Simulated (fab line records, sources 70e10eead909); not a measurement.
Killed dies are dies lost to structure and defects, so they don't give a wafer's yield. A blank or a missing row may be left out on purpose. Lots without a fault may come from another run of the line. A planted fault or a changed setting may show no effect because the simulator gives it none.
Chamber matching | flow nand_harc | NHARC_THIN_TSV_DESCUM_14 on rie_diel-09: 4 sister chambers
The step chemistry O2, time 3 s. 4 wafers are shown with their chamber, then 7 later ones without.

WAFERS WITH THEIR CHAMBER
wafer  | chamber | drypump_motor_current_A (A)
L677.1 | 1       | 5.6
L677.5 | 3       | 5.9
L673.4 | 2       | 6.2
L673.5 | 0       | 5.8

WAFERS WITHOUT THEIR CHAMBER
wafer  | drypump_motor_current_A (A)
L673.6 | 5.5
L686.1 | 5.9
L686.4 | 5.8
L686.6 | 5.9
L687.1 | 5.9
L687.4 | 6.2
L687.5 | 5.6

WHICH CHAMBER EACH WENT THROUGH
wafer  | from the rows above | in truth
L673.6 | 1                   | 1
L686.1 | 3                   | 3
L686.4 | 0                   | 0
L686.6 | 3                   | 3
L687.1 | 3                   | 3
L687.4 | 2                   | 2
L687.5 | 1                   | 1
Placed correctly: 7 of 7. Can't be placed from these rows: 0. Placed wrongly: 0.
How it was worked out, from the rows above alone: a wafer's distance from a chamber is the root of the sum, over the readings, of the square of ((its reading less the chamber's mean) divided by the reading's scatter). The wafer belongs to the nearest chamber; if the next one is less than 2 further off, it can't be placed. A chamber's mean is the mean of its shown wafers. The scatter: with one shown wafer a chamber, the root of the mean of the squares of how far each hidden wafer lies from its nearest shown one.
